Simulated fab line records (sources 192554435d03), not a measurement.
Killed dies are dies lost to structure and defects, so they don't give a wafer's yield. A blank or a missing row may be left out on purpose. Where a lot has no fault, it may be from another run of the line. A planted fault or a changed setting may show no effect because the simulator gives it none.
A struck lot beside a sound one | flow n5-finfet | 23 steps out of a route of 1938
Sound: the wafers L346.2, L346.4, L346.5. Struck: wafers L362.1, L362.3, L362.4. The cause is named last.
Per side, at each step with rows, come the tool, then ch with its chambers, and then its first start. Under that, the readings that differ: sound wafers | struck wafers | difference of the means | sigmas: that difference in standard deviations of wafers without a fault.
alike: readings whose means differ by less than 2 such deviations, and words and numbers that are the same on both sides. not compared: withheld readings, readings that some wafer has no value for, bounds like >300 that may hide the same value, and numbers for which the record gives no deviation and whose values overlap.
The two part at a step that has a row with sigmas, a row that says differs or no value, or rows on one side only. Non-overlapping numbers with no deviation appear without sigmas and do not part them. A reading that every wafer of one side lacks parts them only if that side has two wafers or more.

first, 9 steps without rows for these wafers: N5_GATE_CUT_VAPOR_ETCH_51 (etches HfO2 in BCl3/Cl2); N5_GATE_CUT_STRIP_21 (strips in N2/H2, time 30 s); N5_GATE_CUT_STRIP_29 (strips in post etch residue remover, time 60 s); N5_GATE_CUT_SRD_52 (time 30 s); N5_GATE_CUT_ALD_22 (deposits SiNx, target thk 16 nm, pulse time 1 s, ald cycles 320); N5_GATE_CUT_CMP_23 (polishes, stops on SiO2, t overpolish 23.4 s, target thk 16 nm); N5_GATE_CUT_CMP_43 (polishes SiO2); N5_GATE_CUT_CMP_61 (polishes, stops on SiNx, t overpolish 3 s); N5_MOL_CONTACT_COAG_COAT_103 (time 60 s, resist thk 80 nm).
N5_MOL_CONTACT_COAG_COAT_104: time 60 s, resist thk 12 nm.
  sound on litho-track-03 ch 0, day 5 10:02; struck on litho-track-03 ch 0, day 9 05:38
  reading                                              | sound                | struck               | difference | sigmas
  exhaust-pa (Pa)                                      | 43.9 43.4 43.5       | 46.4 45.2 45.5       | +2.1       | +2
  spin-speed-rpm (rpm)                                 | 1500.4 1498.1 1501.0 | 1588.2 1589.8 1588.7 | +89.1      | +91
  model.SiARC_of_MOL_CONTACT_COAG_COAT_104.thk-nm (nm) | 12 12 12             | 11.6 11.6 11.6       | -0.4       |
then, 9 steps without rows for these wafers: N5_MOL_CONTACT_COAG_COAT_58 (time 60 s, resist thk 10 nm); N5_MOL_CONTACT_COAG_COAT_02 (resist thk 30 nm); N5_MOL_CONTACT_COAG_EBR_04; N5_MOL_CONTACT_COAG_SOFTBAKE_03 (time 60 s); N5_MOL_CONTACT_COAG_EXPOSE_05 (exposes mask CA, defocus 0 nm); N5_MOL_CONTACT_COAG_PEB_06 (peb time 60 s); N5_MOL_CONTACT_COAG_DEVELOP_07 (develop time 30 s); N5_MOL_CONTACT_COAG_DESCUM_13 (chemistry O2, time 7 s); N5_MOL_CONTACT_COAG_ETCH_59 (etches underlayer in N2/H2, target depth 13 nm, time 10.4 s).
N5_MOL_CONTACT_COAG_ETCH_105: etches SiARC in CF4, target depth 15.6 nm, time 26 s.
  sound on rie-diel-03 ch 1,2,3, day 5 11:24; struck on rie-diel-03 ch 0,2,3, day 9 06:12
  reading                                               | sound             | struck            | difference | sigmas
  model.etch.depth-nm (nm)                              | 12.04 12.04 12.04 | 11.66 11.62 11.64 | -0.40      |
  model.CAR-EUV_of_MOL_CONTACT_COAG_COAT_02.thk-nm (nm) | 5.4 5.4 5.2       | 5.8 5.8 5.8       | +0.5       |
  alike: drypump-motor-current-A, etch-rf-on-time-s, mfc-ar-sccm, oes-product-au, rf-vpp-V, showerhead-plenum-p-Torr, throttle-valve-pct
  not compared: rf-hours-counter-h
N5_MOL_CONTACT_COAG_ETCH_106: etches SOC in N2/H2, target depth 80 nm, overetch 16 nm, time 120 s.
  sound on rie-diel-03 ch 1,2,3, day 5 11:26; struck on rie-diel-03 ch 0,2,3, day 9 06:14
  alike: drypump-motor-current-A, h2-flow-sccm, oes-product-au, rf-vpp-V, showerhead-plenum-p-Torr, throttle-valve-pct
  not compared: rf-hours-counter-h, model.SiARC_of_MOL_CONTACT_COAG_COAT_104.thk-nm
then, 1 step without rows for these wafers: N5_MOL_CONTACT_COAG_STRIP_107 (strips in N2/H2).
-- the record jumps here: 4 days lie between the struck wafers' starts before and after (it left off in module MOL_CONTACT_COAG and takes up again in module BEOL_M4, whose first step shown is number 1111 of the route) --
N5_BEOL_M4_RC_MEAS_101:
  sound on prober-01 ch 0, day 9 06:07; struck on prober-01 ch 0, day 12 19:35
  alike: DIBL_N, DIBL_P, IOFF_N, IOFF_P, ION_N, ION_P, SS_N, SS_P, VT_N, VT_P

== WHERE THEY PART ==
Within this record, at N5_MOL_CONTACT_COAG_COAT_104 only. Later steps at which nothing parts them and some readings are alike: N5_MOL_CONTACT_COAG_ETCH_105, N5_MOL_CONTACT_COAG_ETCH_106, N5_BEOL_M4_RC_MEAS_101.

WHY: what the simulator had put in
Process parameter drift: litho-track-03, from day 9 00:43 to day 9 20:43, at N5_MOL_CONTACT_COAG_COAT_104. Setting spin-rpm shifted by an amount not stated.
